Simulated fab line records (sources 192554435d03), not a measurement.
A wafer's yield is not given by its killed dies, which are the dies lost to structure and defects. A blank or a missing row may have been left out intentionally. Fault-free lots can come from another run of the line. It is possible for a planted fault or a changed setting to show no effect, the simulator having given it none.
fab line records    flow n5-finfet
[record] lots = 7  wafers = 39
route steps=1938 shown DUMMY_GATE@228 GATE_CUT@493 MOL_CONTACT_COAG@624
start-h: the number of hours between the record's first day and the start of the first shown wafer of the lot    wait-h: how many hours have passed since the lot's step before this one    " same as the row above    L1.1+2: a row that stands for several wafers    - either no value or no given start    * or withheld: withheld    < > ~ a bound
route shown NAME@n: a module of which the file shows steps, and the number in the route of the first    usual: mean/standard deviation of fault-free wafers    same: alike in all rows    chamber/n: place in a boat    sites: the reading at each site    _std_site: standard deviation of those values    _edge_site: outer sites' mean less inner sites'    radius-mm: how far each site lies from the wafer's centre    mask NAME#n: copy n    behind: the most recent tool/chamber to have shaped the wafer    hold: reason for holding the lot/hours on hold/outcome of the hold    device: the n, p or np transistor that did not switch    end of line: tests of these same wafers at the route's end    a step given without rows: its recipe and nothing more    killed: at the first sort, the dies lost to defects and structure; wafer yield is something else    map: a wafer's dies, x killed, . not, _ none there
set.NAME: the setting the step ran with; set.NAME@STEP: the setting that earlier step ran with    model.NAME: the simulator's own value behind a step, which no gauge read
one table per step and one row per wafer, for lots whose settings were changed on purpose
[[steps]]
[step N5_DUMMY_GATE_EXPOSE_12]
[recipe] mask-id = GATE  na = 0.33  source-shape = annular  sigma-inner = 0.2  sigma-outer = 0.6  polarization = unpolarized  target-cd-nm = 25  dose-mj = 34
lot.wafer         tool            chamber  start-h  wait-h  mask    set.dose-mj
L074.1+2+3+4+5+6  euv-scanner-02  0        45.85    -       GATE#0  34
L078.1+4+5        euv-scanner-01  0        71.58    -       GATE#0  34
L078.2+3+6        "               0        "        "       GATE#0  32.39
L084.1+2+5        euv-scanner-02  0        106.19   -       GATE#0  35.03
L084.3+4+6        "               0        "        "       GATE#0  34
L085.1+2+4        euv-scanner-01  0        113.77   -       GATE#0  34
L085.3+5+6        "               0        "        "       GATE#0  36.37
L086.1+3+6        euv-scanner-02  0        118.64   -       GATE#0  35.13
L086.2+4+5        "               0        "        "       GATE#0  34
L092.1+3+5        euv-scanner-02  0        155.58   -       GATE#0  34
L094.1+3+4        euv-scanner-01  0        165.71   -       GATE#0  34
L094.2+5+6        "               0        "        "       GATE#0  31.87
[step N5_DUMMY_GATE_PEB_13]
[recipe] peb-temp-c = 100  peb-time-s = 60  resist = CAR-EUV
[step N5_DUMMY_GATE_DEVELOP_14]
[recipe] develop-time-s = 30  developer = TMAH  resist = CAR-EUV  rinse-liquid = surfactant-rinse  dry = air-spin  dev-temp-c = 23
[step N5_DUMMY_GATE_CD_MEAS_15]
[recipe] target-cd-nm = 25.8  landing-energy-ev = 500  detector = se-inlens
[usual] cd-nm = 24.90/0.22
lot.wafer  tool       chamber  start-h  wait-h  set.dose-mj@DUMMY_GATE_EXPOSE_12  cd-nm
L074.1     cd-sem-02  0        45.98    -       34                                24.90
L074.2     "          0        "        "       34                                24.88
L074.3     "          0        "        "       34                                24.99
L074.4     "          0        "        "       34                                24.65
L074.5     "          0        "        "       34                                25.04
L074.6     "          0        "        "       34                                25.00
L078.1     cd-sem-02  0        71.71    -       34                                25.20
L078.2     "          0        "        "       32.39                             25.69
L078.3     "          0        "        "       32.39                             25.78
L078.4     "          0        "        "       34                                25.16
L078.5     "          0        "        "       34                                25.26
L078.6     "          0        "        "       32.39                             25.90
L084.1     cd-sem-02  0        106.32   -       35.03                             24.00
L084.2     "          0        "        "       35.03                             24.01
L084.3     "          0        "        "       34                                24.73
L084.4     "          0        "        "       34                                24.96
L084.5     "          0        "        "       35.03                             23.80
L084.6     "          0        "        "       34                                25.26
L085.1     cd-sem-03  0        113.89   -       34                                24.99
L085.2     "          0        "        "       34                                24.92
L085.3     "          0        "        "       36.37                             23.44
L085.4     "          0        "        "       34                                24.72
L085.5     "          0        "        "       36.37                             23.76
L085.6     "          0        "        "       36.37                             23.51
L086.1     cd-sem-02  0        118.77   -       35.13                             24.56
L086.2     "          0        "        "       34                                25.27
L086.3     "          0        "        "       35.13                             24.74
L086.4     "          0        "        "       34                                25.38
L086.5     "          0        "        "       34                                24.79
L086.6     "          0        "        "       35.13                             24.70
L092.1     cd-sem-03  0        155.70   -       34                                25.01
L092.3     "          0        "        "       34                                24.98
L092.5     "          0        "        "       34                                24.63
L094.1     cd-sem-01  0        165.84   -       34                                24.74
L094.2     "          0        "        "       31.87                             26.26
L094.3     "          0        "        "       34                                24.67
L094.4     "          0        "        "       34                                25.10
L094.5     "          0        "        "       31.87                             26.00
L094.6     "          0        "        "       31.87                             26.08
[step N5_DUMMY_GATE_ETCH_31]
[recipe] chemistry = C4F6/O2  target = SiO2  mask-material = SOC  target-depth-a = 825  time-s = 27.5  ion-energy-ev = 250  pressure-mtorr = 30  source-w = 345  bias-w = 185  Ar_flow_sccm = 300  C4F6_flow_sccm = 10  O2_flow_sccm = 10
lot.wafer  tool         chamber  start-h  wait-h  set.target-depth-a  model.etch.depth-nm  model.SOC_of_DUMMY_GATE_COAT_34.thk-nm
L074.1     rie-diel-02  0        46.78    0.0     825                 85.45                51.6
L074.2     "            2        "        "       825                 83.43                51.6
L074.3     "            1        "        "       756.1               73.11                52.6
L074.4     "            3        "        "       825                 85.65                51.6
L074.5     "            1        "        "       756.1               74.14                52.6
L074.6     "            0        "        "       756.1               78.02                52.4
L078.1     rie-diel-03  3        72.26    0.0     825                 81.7                 52
L078.2     "            2        "        "       788                 79.11                52.2
L078.3     "            0        "        "       788                 77.11                52.6
L078.4     "            1        "        "       788                 78.1                 52.4
L078.5     "            1        "        "       825                 81.4                 52.2
L078.6     "            0        "        "       825                 80.78                52.2
L084.1     rie-diel-02  1        107.07   0.2     778.2               75                   52.6
L084.2     "            3        "        "       778.2               77.99                52.4
L084.3     "            2        "        "       825                 84.01                51.6
L084.4     "            0        "        "       825                 83.81                51.4
L084.5     "            3        "        "       825                 83.34                52
L084.6     "            2        "        "       778.2               78.72                52
L085.1     rie-diel-01  1        114.45   0.0     825                 78.75                52.4
L085.2     "            3        "        "       889.8               84.71                51.6
L085.3     "            0        "        "       825                 84.13                51.8
L085.4     "            2        "        "       825                 84.41                51.6
L085.5     "            2        "        "       889.8               90.49                51.2
L085.6     "            1        "        "       889.8               85.71                51.6
L086.1     rie-diel-01  1        119.33   0.1     825                 78.62                52.4
L086.2     "            3        "        "       825                 78.92                52.4
L086.3     "            2        "        "       916.6               93.63                51.2
L086.4     "            0        "        "       916.6               93.72                50.8
L086.5     "            3        "        "       825                 79.08                52.4
L086.6     "            2        "        "       916.6               93.81                51.2
L092.1     rie-diel-03  1        156.26   0.0     825                 79.88                52.2
L092.3     "            0        "        "       825                 78.95                52.4
L092.5     "            0        "        "       825                 79.11                52.2
L094.1     rie-diel-01  0        166.52   0.0     825                 84.07                51.6
L094.2     "            3        "        "       825                 78.53                51.8
L094.3     "            1        "        "       796.7               76.56                52.2
L094.4     "            2        "        "       796.7               81.46                51.8
L094.5     "            1        "        "       796.7               76.05                52.2
L094.6     "            0        "        "       825                 83.8                 51.4
[step N5_DUMMY_GATE_ETCH_32]
[recipe] chemistry = CF4  target = SiO2  target-depth-a = 35  time-s = 3.9  ion-energy-ev = 350  pressure-mtorr = 10  icp-w = 800  bias-w = 400  cf4-flow-sccm = 80
lot.wafer  tool       chamber  start-h  wait-h  set.time-s  model.etch.depth-nm
L074.1     rie-si-02  0        47.03    0.1     4.335       3.806
L074.2     "          2        "        "       3.9         3.663
L074.3     "          1        "        "       3.9         3.493
L074.4     "          3        "        "       3.9         3.307
L074.5     "          2        "        "       4.335       4.099
L074.6     "          3        "        "       4.335       3.692
L078.1     rie-si-01  2        72.51    0.1     4.302       4.008
L078.2     "          3        "        "       4.302       4.049
L078.3     "          0        "        "       3.9         3.611
L078.4     "          1        "        "       4.302       3.758
L078.5     "          3        "        "       3.9         3.604
L078.6     "          2        "        "       3.9         3.638
L084.1     rie-si-04  3        107.31   0.1     3.637       3.365
L084.2     "          1        "        "       3.637       3.164
L084.3     "          2        "        "       3.637       3.288
L084.4     "          0        "        "       3.9         3.437
L084.5     "          1        "        "       3.9         3.37
L084.6     "          2        "        "       3.9         3.527
L085.1     rie-si-02  0        114.69   0.1     4.771       4.204
L085.2     "          2        "        "       3.9         3.654
L085.3     "          1        "        "       4.771       4.291
L085.4     "          3        "        "       3.9         3.335
L085.5     "          1        "        "       4.771       4.251
L085.6     "          0        "        "       3.9         3.417
L086.1     rie-si-01  2        119.58   0.1     3.586       3.354
L086.2     "          3        "        "       3.9         3.629
L086.3     "          1        "        "       3.9         3.359
L086.4     "          0        "        "       3.9         3.57
L086.5     "          3        "        "       3.586       3.33
L086.6     "          2        "        "       3.586       3.343
L092.1     rie-si-01  3        156.51   0.1     3.9         3.65
L092.3     "          1        "        "       3.9         3.367
L092.5     "          1        "        "       3.9         3.379
L094.1     rie-si-04  2        166.76   0.1     3.9         3.575
L094.2+6   "          1        "        "       3.9         3.417
L094.3     "          3        "        "       3.9         3.567
L094.4     "          0        "        "       3.9         3.439
L094.5     "          0        "        "       3.9         3.416
[step N5_GATE_CUT_ETCH_37]
[recipe] chemistry = N2/H2  target = SOC  target-depth-a = 600  overetch-a = 120  mask-material = SiARC  temp-c = 40  time-s = 90  ion-energy-ev = 200  pressure-mtorr = 30  source-w = 840  bias-w = 150  n2-flow-sccm = 200  h2-flow-sccm = 200
[usual] rf-vpp-V = 524.6/2.3
lot.wafer  tool         chamber  start-h  wait-h  set.bias-w  rf-vpp-V  model.SiARC_of_GATE_CUT_COAT_35.thk-nm
L074.1     rie-diel-03  3        86.42    0.0     175.5       582.4     5.4
L074.2     "            0        "        "       175.5       580.3     5.6
L074.3     "            2        "        "       175.5       578.7     5
L074.4     "            1        "        "       150         524.2     6.2
L074.5     "            1        "        "       150         524.3     6.2
L074.6     "            0        "        "       150         526.9     6.4
L078.1     rie-diel-02  1        111.58   0.0     150         521.2     6.4
L078.2     "            3        "        "       127.5       471.9     6.6
L078.3     "            0        "        "       127.5       474.1     6.4
L078.4     "            2        "        "       150         527.9     6
L078.5     "            3        "        "       127.5       473.2     6.6
L078.6     "            2        "        "       150         526.2     6
L084.1     rie-diel-02  3        142.53   0.0     168.6       563.1     5.2
L084.2     "            1        "        "       150         521.3     6.2
L084.3     "            0        "        "       168.6       565.3     5
L084.4     "            2        "        "       168.6       568.1     5.4
L084.5     "            2        "        "       150         527.2     6
L084.6     "            1        "        "       150         519.1     6.2
L085.1     rie-diel-01  3        150.44   0.0     136.5       492.2     6.6
L085.2     "            0        "        "       150         527.0     6
L085.3     "            1        "        "       150         522.7     6.4
L085.4     "            2        "        "       136.5       493.9     6.4
L085.5     "            0        "        "       150         526.9     6
L085.6     "            1        "        "       136.5       492.7     6.8
L086.1     rie-diel-02  2        155.58   0.0     150         525.8     6
L086.2     "            3        "        "       121.5       457.3     6.8
L086.3     "            1        "        "       121.5       454.7     7.2
L086.4     "            0        "        "       150         525.6     5.6
L086.5     "            3        "        "       150         522.1     5.8
L086.6     "            2        "        "       121.5       460.6     7
L092.1     rie-diel-01  2        191.62   0.0     150         525.6     5.8
L092.3     "            0        "        "       150         525.9     6
L092.5     "            0        "        "       150         526.2     6
L094.1     rie-diel-03  0        205.04   0.0     150         523.8     6.4
L094.2     "            2        "        "       150         522.0     6
L094.3     "            3        "        "       150         528.0     6.4
L094.4     "            1        "        "       150         523.4     6.2
L094.5     "            0        "        "       150         526.7     6.4
L094.6     "            1        "        "       150         523.3     6.2
[step N5_MOL_CONTACT_COAG_CVD_140]
[recipe] material = W  target-thk-a = 665  mode = selective-fill  temp-c = 300  time-s = 215
lot.wafer   tool      chamber  start-h  wait-h  set.target-thk-a  model.W_of_MOL_CONTACT_COAG_CVD_140.thk-nm
L074.1+2    cvd-w-02  0,1      105.79   0.1     736.8             72.6
L074.3      "         1        "        "       665               64.8
L074.4      "         0        "        "       665               65.2
L074.5      "         0        "        "       736.8             72.2
L074.6      "         1        "        "       665               65
L078.1      cvd-w-02  1        129.54   0.1     665               65.2
L078.2      "         0        "        "       665               66.2
L078.3      "         1        "        "       709.1             70.4
L078.4      "         0        "        "       709.1             70
L078.5      "         0        "        "       709.1             71
L078.6      "         1        "        "       665               66
L084.1      cvd-w-02  1        159.99   0.1     588.9             57.8
L084.2      "         0        "        "       665               65.6
L084.3      "         1        "        "       665               65
L084.4      "         0        "        "       588.9             59.2
L084.5      "         0        "        "       665               66.8
L084.6      "         1        "        "       588.9             57.6
L085.1+5+6  cvd-w-02  0,0,1    167.30   0.1     665               66.6
L085.2+4    "         1        "        "       665               65.8
L085.3      "         0        "        "       665               66.8
L086.1      cvd-w-02  0        171.78   0.1     719.7             71.2
L086.2      "         1        "        "       719.7             69.8
L086.3      "         1        "        "       665               66.4
L086.4      "         0        "        "       665               66.6
L086.5      "         0        "        "       719.7             71
L086.6      "         1        "        "       665               65.4
L092.1      cvd-w-02  1        209.45   0.1     665               66.4
L092.3      "         0        "        "       665               65.6
L092.5      "         1        "        "       665               66
L094.1      cvd-w-02  1        223.32   0.1     613.1             61.6
L094.2      "         0        "        "       665               65.6
L094.3      "         1        "        "       665               66.6
L094.4      "         0        "        "       613.1             61
L094.5      "         0        "        "       665               66
L094.6      "         1        "        "       613.1             61.4
[[key]]
[split] step = N5_DUMMY_GATE_EXPOSE_12  setting = dose-mj  stated = 34  by = wafer
[response] step = N5_DUMMY_GATE_CD_MEAS_15  reading = cd-nm  change = -0.189  per = 1%  r = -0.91
[split] step = N5_DUMMY_GATE_ETCH_31  setting = target-depth-a  stated = 825  by = wafer
[response] step = N5_DUMMY_GATE_ETCH_31  reading = model.etch.depth-nm  change = +1.09  per = 1%  r = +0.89
[response] step = N5_DUMMY_GATE_ETCH_31  reading = model.SOC_of_DUMMY_GATE_COAT_34.thk-nm  change = -0.103  per = 1%  r = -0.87
[split] step = N5_DUMMY_GATE_ETCH_32  setting = time-s  stated = 3.9  by = wafer
[response] step = N5_DUMMY_GATE_ETCH_32  reading = model.etch.depth-nm  change = +0.0328  per = 1%  r = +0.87
[split] step = N5_GATE_CUT_ETCH_37  setting = bias-w  stated = 150  by = wafer
[response] step = N5_GATE_CUT_ETCH_37  reading = rf-vpp-V  change = +3.44  per = 1%  r = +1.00
[response] step = N5_GATE_CUT_ETCH_37  reading = model.SiARC_of_GATE_CUT_COAT_35.thk-nm  change = -0.0545  per = 1%  r = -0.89
[split] step = N5_MOL_CONTACT_COAG_CVD_140  setting = target-thk-a  stated = 665  by = wafer
[response] step = N5_MOL_CONTACT_COAG_CVD_140  reading = model.W_of_MOL_CONTACT_COAG_CVD_140.thk-nm  change = +0.649  per = 1%  r = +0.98
